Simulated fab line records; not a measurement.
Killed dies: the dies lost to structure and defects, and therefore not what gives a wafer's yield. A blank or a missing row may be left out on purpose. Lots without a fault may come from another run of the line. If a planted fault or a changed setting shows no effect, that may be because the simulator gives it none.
fab line records ; flow n5-finfet
record lots=10; wafers=30; last-day=16
route steps=1938 shown BEOL_M8@1347
lots untouched by any fault: they come from a run of this same line in which no faults occurred
start-h: hours from the record's first day to the start of the lot's first wafer shown ; wait-h: hours elapsed since this lot's preceding step ; " repeats the value in the row above ; L1.1+2: several wafers, shown together as one row ; - no value, or no start given ; * or withheld: withheld ; < > ~ a bound
route shown NAME@n: names a module that has steps shown in the file, with the first one's number in the route ; usual: mean and standard deviation over wafers with no fault ; same: alike in all rows ; chamber/n: place in a boat ; sites: per-site readings ; _std_site: standard deviation of those values ; _edge_site: mean of outer sites minus mean of inner sites ; radius-mm: for every site, how far away it sits from the centre of the wafer ; mask NAME#n: copy n ; behind: the tool/chamber that last shaped the wafer ; hold: cause of the lot's hold/its duration in hours/its outcome ; device: names the non-switching transistor (n, p or np) ; end of line: the tests these same wafers got at the end of their route ; where a step has no rows: the recipe by itself ; killed: dies lost to structure and defects at the first sort, not the wafer's yield ; map: per-die view of a wafer (x killed, . not killed, _ where there is no die)
set.NAME: the setting as run; set.NAME@STEP: as run at that earlier step ; model.NAME: the simulator's own value behind a step, which no gauge read
route steps across a sampled set of lots; one table per step, one row per wafer
services: from which hour (start-h, from the record's first day; less than 0 if before it) a tool's chamber was out of use, for how many hours, and why
## steps
# step N5_BEOL_M8_INSPECT_13
# recipe mode=adi; inspect-instrument=brightfield
# usual raw-defect-count=415/93
lot.wafer;tool;chamber;start-h;wait-h;raw-defect-count
L745.2;defect-inspect-02;-;222.95;0.0;644
L745.3;defect-inspect-02;-;222.95;0.0;779
L745.5;defect-inspect-02;-;222.95;0.0;572
L747.2;defect-inspect-02;-;227.94;0.0;291
L747.4;defect-inspect-02;-;227.94;0.0;296
L747.6;defect-inspect-02;-;227.94;0.0;347
L749.3;defect-inspect-01;-;232.36;0.0;540
L749.5;defect-inspect-01;-;232.36;0.0;315
L749.6;defect-inspect-01;-;232.36;0.0;390
L746.1;defect-inspect-01;-;233.26;0.0;376
L746.2;defect-inspect-01;-;233.26;0.0;399
L746.5;defect-inspect-01;-;233.26;0.0;303
L748.1;defect-inspect-02;-;235.67;0.0;386
L748.4;defect-inspect-02;-;235.67;0.0;411
L748.5;defect-inspect-02;-;235.67;0.0;492
L753.1;defect-inspect-02;-;263.92;0.0;619
L753.2;defect-inspect-02;-;263.92;0.0;292
L753.3;defect-inspect-02;-;263.92;0.0;397
L755.1;defect-inspect-01;-;278.50;0.0;420
L755.5;defect-inspect-01;-;278.50;0.0;507
L755.6;defect-inspect-01;-;278.50;0.0;515
L760.1;defect-inspect-01;-;298.00;0.0;437
L760.2;defect-inspect-01;-;298.00;0.0;448
L760.4;defect-inspect-01;-;298.00;0.0;512
L758.1;defect-inspect-01;-;298.37;0.0;455
L758.3;defect-inspect-01;-;298.37;0.0;368
L758.4;defect-inspect-01;-;298.37;0.0;367
L762.3;defect-inspect-02;-;313.55;0.0;449
L762.4;defect-inspect-02;-;313.55;0.0;354
L762.5;defect-inspect-02;-;313.55;0.0;345
# step N5_BEOL_M8_VIA_ETCH_34
# recipe chemistry=C4F6/O2; target=SiCOH_lowk; target-depth-a=1255; mask-material=SOC; taper-deg=4; time-s=50.5; ion-energy-ev=250; pressure-mtorr=30; source-w=345; bias-w=185; Ar_flow_sccm=300; C4F6_flow_sccm=10; O2_flow_sccm=10
# usual drypump-motor-current-A=5.7/0.41; oes_f_703_au=0.79/0.073; oes_o_777_au=0.79/0.077; oes-product-au=0.79/0.085; rf-fwd-power-W=341.7/1.2; rf-vpp-V=667/12; showerhead-plenum-p-Torr=2.82/0.092; throttle-valve-pct=20.87/0.16
lot.wafer;tool;chamber;start-h;wait-h;drypump-motor-current-A;oes_f_703_au;oes_o_777_au;oes-product-au;rf-fwd-power-W;rf-hours-counter-h;rf-vpp-V;showerhead-plenum-p-Torr;throttle-valve-pct
L745.2;rie-diel-06;1;224.15;0.0;5.4;0.77;0.75;0.75;340.8;153;660;2.83;20.57
L745.3;rie-diel-06;2;224.15;0.0;5.7;0.92;0.93;0.91;340.5;14;655;3.01;20.53
L745.5;rie-diel-06;1;224.15;0.0;5.4;0.77;0.75;0.76;339.3;-;661;2.83;20.57
L747.2;rie-diel-06;1;229.21;0.0;5.4;0.77;0.75;0.75;341.0;155;661;2.83;20.58
L747.4;rie-diel-06;3;229.21;0.0;6.5;0.72;0.73;0.70;340.9;-;666;2.72;20.91
L747.6;rie-diel-06;2;229.21;0.0;5.7;0.91;0.92;0.91;340.8;-;654;3.01;20.54
L749.3;rie-diel-03;1;234.66;0.0;5.3;0.92;0.92;0.92;341.1;29;689;2.89;20.89
L749.5;rie-diel-03;0;234.66;0.0;6.1;0.81;0.81;0.79;341.2;-;663;2.76;21.00
L749.6;rie-diel-03;3;234.66;0.0;5.6;0.81;0.81;0.85;340.5;-;671;2.77;20.84
L746.1;rie-diel-06;2;234.87;0.0;5.6;1.18;1.15;0.96;423.4;18;588;3.01;20.57
L746.2;rie-diel-06;3;234.87;0.0;6.4;0.93;0.90;0.74;426.1;220;598;2.72;20.92
L746.5;rie-diel-06;2;234.87;0.0;5.7;1.17;1.14;0.96;424.3;-;587;3.01;20.57
L748.1;rie-diel-06;2;237.46;0.0;5.7;1.17;1.15;0.95;424.2;20;589;3.01;20.56
L748.4;rie-diel-06;2;237.46;0.0;5.7;1.18;1.15;0.95;424.1;-;589;3.01;20.57
L748.5;rie-diel-06;1;237.46;0.0;5.4;0.99;0.94;0.79;422.4;-;592;2.83;20.59
L753.1;rie-diel-06;3;265.99;0.0;6.4;0.91;0.89;0.72;423.9;231;597;2.71;20.92
L753.2;rie-diel-06;2;265.99;0.0;5.6;1.13;1.11;0.93;423.7;33;589;3.00;20.59
L753.3;rie-diel-06;1;265.99;0.0;5.4;0.98;0.93;0.78;423.5;172;593;2.82;20.61
L755.1;rie-diel-03;2;281.29;0.0;6.2;0.75;0.74;0.71;343.0;207;663;2.71;20.96
L755.5;rie-diel-03;2;281.29;0.0;6.2;0.75;0.74;0.71;343.4;-;662;2.71;20.97
L755.6;rie-diel-03;0;281.29;0.0;6.1;0.79;0.80;0.78;341.3;-;663;2.75;21.03
L760.1;rie-diel-05;0;300.93;0.0;5.7;0.72;0.72;0.69;342.3;234;643;2.80;21.02
L760.2;rie-diel-05;2;300.93;0.0;5.7;0.71;0.71;0.72;342.4;228;686;2.94;20.71
L760.4;rie-diel-05;1;300.93;0.0;5.2;0.70;0.69;0.68;341.3;230;664;2.81;20.98
L758.1;rie-diel-05;1;301.33;0.0;5.2;0.70;0.69;0.69;343.8;230;663;2.81;21.00
L758.3;rie-diel-05;2;301.33;0.0;5.6;0.71;0.72;0.71;342.7;229;685;2.94;20.71
L758.4;rie-diel-05;3;301.33;0.0;5.2;0.84;0.83;0.85;341.3;56;675;2.78;21.04
L762.3;rie-diel-05;3;315.27;0.0;5.2;0.82;0.82;0.84;341.4;62;675;2.77;21.05
L762.4;rie-diel-05;1;315.27;0.0;5.2;0.70;0.68;0.70;340.9;235;664;2.81;21.02
L762.5;rie-diel-05;3;315.27;0.0;5.2;0.83;0.82;0.84;341.5;-;676;2.77;21.03
# step N5_BEOL_M8_TRENCH_ETCH_37
# recipe chemistry=C4F6/O2; target-depth-a=934.78; target=SiCOH_lowk; time-s=31.2; ion-energy-ev=250; pressure-mtorr=30; source-w=345; bias-w=185; Ar_flow_sccm=300; C4F6_flow_sccm=10; O2_flow_sccm=10
# usual drypump-motor-current-A=5.7/0.41; oes_f_703_au=0.79/0.074; oes_o_777_au=0.79/0.077; oes-product-au=0.79/0.085; rf-fwd-power-W=340.7/1.4; rf-vpp-V=667/12; showerhead-plenum-p-Torr=2.82/0.092; throttle-valve-pct=20.90/0.16
lot.wafer;tool;chamber;start-h;wait-h;drypump-motor-current-A;oes_f_703_au;oes_o_777_au;oes-product-au;rf-fwd-power-W;rf-hours-counter-h;rf-vpp-V;showerhead-plenum-p-Torr;throttle-valve-pct
L745.2;rie-diel-06;1;-;-;5.4;0.78;0.75;0.75;337.8;153;661;2.83;20.60
L745.3;rie-diel-06;2;-;-;5.7;0.92;0.93;0.92;338.7;14;656;3.01;20.60
L745.5;rie-diel-06;1;-;-;5.4;0.77;0.75;0.76;339.2;-;662;2.83;20.60
L747.2;rie-diel-06;1;-;-;5.4;0.77;0.75;0.75;339.6;155;660;2.83;20.62
L747.4;rie-diel-06;3;-;-;6.4;0.71;0.72;0.70;340.7;-;663;2.72;20.97
L747.6;rie-diel-06;2;-;-;5.6;0.92;0.92;0.91;338.6;-;657;3.01;20.59
L749.3;rie-diel-03;1;-;-;5.3;0.91;0.92;0.92;341.2;29;687;2.89;20.92
L749.5;rie-diel-03;0;-;-;6.1;0.81;0.82;0.79;340.5;-;663;2.76;21.02
L749.6;rie-diel-03;3;-;-;5.6;0.81;0.81;0.86;340.6;-;672;2.77;20.86
L746.1;rie-diel-06;2;-;-;5.7;0.91;0.91;0.91;338.6;18;656;3.01;20.59
L746.2;rie-diel-06;3;-;-;6.4;0.71;0.72;0.70;340.4;220;665;2.72;20.95
L746.5;rie-diel-06;2;-;-;5.7;0.91;0.91;0.91;339.3;-;657;3.01;20.59
L748.1;rie-diel-06;2;-;-;5.6;0.91;0.91;0.90;339.8;20;655;3.01;20.59
L748.4;rie-diel-06;2;-;-;5.6;0.91;0.91;0.90;339.6;-;656;3.01;20.60
L748.5;rie-diel-06;1;-;-;5.4;0.76;0.75;0.76;337.3;-;661;2.83;20.63
L753.1;rie-diel-06;3;-;-;6.5;0.71;0.72;0.69;341.5;231;665;2.71;20.97
L753.2;rie-diel-06;2;-;-;5.7;0.88;0.88;0.88;339.1;33;657;3.00;20.62
L753.3;rie-diel-06;1;-;-;5.4;0.76;0.75;0.74;340.7;172;661;2.82;20.64
L755.1;rie-diel-03;2;-;-;6.2;0.74;0.74;0.72;341.9;207;663;2.71;21.00
L755.5;rie-diel-03;2;-;-;6.2;0.74;0.74;0.73;343.9;-;662;2.71;21.00
L755.6;rie-diel-03;0;-;-;6.1;0.79;0.79;0.78;340.7;-;664;2.75;21.06
L760.1;rie-diel-05;0;-;-;5.7;0.72;0.72;0.68;338.9;234;643;2.80;21.04
L760.2;rie-diel-05;2;-;-;5.7;0.71;0.72;0.72;340.4;228;686;2.95;20.75
L760.4;rie-diel-05;1;-;-;5.2;0.71;0.69;0.69;340.9;230;665;2.81;21.02
L758.1;rie-diel-05;1;-;-;5.2;0.70;0.69;0.69;340.4;230;663;2.81;21.02
L758.3;rie-diel-05;2;-;-;5.7;0.71;0.72;0.71;341.3;229;686;2.95;20.73
L758.4;rie-diel-05;3;-;-;5.2;0.83;0.83;0.85;340.5;56;676;2.78;21.06
L762.3;rie-diel-05;3;-;-;5.2;0.83;0.81;0.85;342.2;62;676;2.77;21.08
L762.4;rie-diel-05;1;-;-;5.2;0.70;0.68;0.69;342.7;235;665;2.81;21.03
L762.5;rie-diel-05;3;-;-;5.2;0.82;0.82;0.85;342.0;-;675;2.77;21.08
# step N5_BEOL_M8_ETCH_41
# recipe chemistry=CH3F/O2; target=SiCN; target-depth-a=319; taper-deg=2; time-s=57.8; ion-energy-ev=120; mask-material=TiN; pressure-mtorr=30; source-w=395; bias-w=75; Ar_flow_sccm=150; CH3F_flow_sccm=30; O2_flow_sccm=20
# usual drypump-motor-current-A=5.7/0.41; oes-product-au=0.79/0.086; rf-fwd-power-W=391.6/1.5; rf-vpp-V=296.9/1.7; showerhead-plenum-p-Torr=1.98/0.068; throttle-valve-pct=16.30/0.15
lot.wafer;tool;chamber;start-h;wait-h;drypump-motor-current-A;oes-product-au;rf-fwd-power-W;rf-hours-counter-h;rf-vpp-V;showerhead-plenum-p-Torr;throttle-valve-pct
L745.2;rie-diel-06;1;-;-;5.4;0.75;390.5;153;297.9;1.99;16.06
L745.3;rie-diel-06;2;-;-;5.7;0.92;389.7;14;300.3;2.12;15.98
L745.5;rie-diel-06;1;-;-;5.4;0.76;389.3;-;298.0;1.99;16.06
L747.2;rie-diel-06;1;-;-;5.4;0.75;389.6;155;297.5;1.99;16.07
L747.4;rie-diel-06;3;-;-;6.5;0.70;391.5;-;294.9;1.90;16.39
L747.6;rie-diel-06;2;-;-;5.6;0.93;390.2;-;299.9;2.12;16.00
L749.3;rie-diel-03;1;-;-;5.3;0.92;393.4;29;298.7;2.03;16.25
L749.5;rie-diel-03;0;-;-;6.1;0.80;392.1;-;295.9;1.94;16.39
L749.6;rie-diel-03;3;-;-;5.6;0.86;393.0;-;297.1;1.95;16.23
L746.1;rie-diel-06;2;-;-;5.6;0.90;387.2;18;300.6;2.12;16.00
L746.2;rie-diel-06;3;-;-;6.4;0.69;391.2;220;295.9;1.90;16.36
L746.5;rie-diel-06;2;-;-;5.7;0.91;389.2;-;298.9;2.12;16.00
L748.1;rie-diel-06;2;-;-;5.6;0.89;388.8;20;301.3;2.12;16.00
L748.4;rie-diel-06;2;-;-;5.6;0.90;392.3;-;299.0;2.12;15.98
L748.5;rie-diel-06;1;-;-;5.4;0.75;389.0;-;295.4;1.99;16.09
L753.1;rie-diel-06;3;-;-;6.4;0.69;390.3;231;294.8;1.90;16.38
L753.2;rie-diel-06;2;-;-;5.7;0.89;389.3;33;301.3;2.11;16.03
L753.3;rie-diel-06;1;-;-;5.4;0.74;390.7;172;298.3;1.98;16.10
L755.1;rie-diel-03;2;-;-;6.2;0.72;392.7;207;294.9;1.90;16.44
L755.5;rie-diel-03;2;-;-;6.1;0.72;393.6;-;295.0;1.90;16.42
L755.6;rie-diel-03;0;-;-;6.1;0.78;390.3;-;295.6;1.93;16.44
L760.1;rie-diel-05;0;-;-;5.7;0.68;390.8;234;297.8;1.97;16.47
L760.2;rie-diel-05;2;-;-;5.7;0.71;391.3;228;296.9;2.07;16.18
L760.4;rie-diel-05;1;-;-;5.2;0.69;394.3;230;298.2;1.97;16.48
L758.1;rie-diel-05;1;-;-;5.2;0.69;392.3;230;297.1;1.97;16.47
L758.3;rie-diel-05;2;-;-;5.6;0.72;393.3;229;298.5;2.07;16.18
L758.4;rie-diel-05;3;-;-;5.2;0.84;393.4;56;296.1;1.95;16.39
L762.3;rie-diel-05;3;-;-;5.2;0.84;391.8;62;296.7;1.95;16.40
L762.4;rie-diel-05;1;-;-;5.2;0.69;392.1;235;296.7;1.97;16.47
L762.5;rie-diel-05;3;-;-;5.2;0.84;391.6;-;295.0;1.95;16.40
## services
tool;chamber;start-h;hours;kind
rie-diel-06;0;219.61;-;clean
rie-diel-06;0;219.61;-;consumable-replace:focus-ring
rie-diel-06;0;219.61;23.5;scheduled-down
rie-diel-06;0;219.61;23.5;vent-cycle
rie-diel-03;0;223.19;7.0;repair
rie-diel-06;3;249.82;7.8;repair
rie-diel-06;1;268.25;3.5;repair
rie-diel-05;1;280.42;2.5;repair
## key
first-sign step=N5_BEOL_M8_VIA_ETCH_34; reading=rf-fwd-power-W; direction=up; sigmas=69; usual=*; struck=*
effect step=N5_BEOL_M8_VIA_ETCH_34; reading=rf-vpp-V; direction=down; sigmas=6.2; usual=667; struck=591
met-at N5_BEOL_M8_VIA_ETCH_34
struck-lots L746,L748,L753
not-acting-at N5_BEOL_M8_INSPECT_13,N5_BEOL_M8_TRENCH_ETCH_37,N5_BEOL_M8_ETCH_41
onset-between 229.21 234.87
fault kind=process-parameter-drift; tool=rie-diel-06; chamber=-; onset-h=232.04; steps=N5_BEOL_M8_VIA_ETCH_34; channel=source-w; offset=82.8; shape=step; end-h=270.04; acts-in=these-recipes-only; stated=345
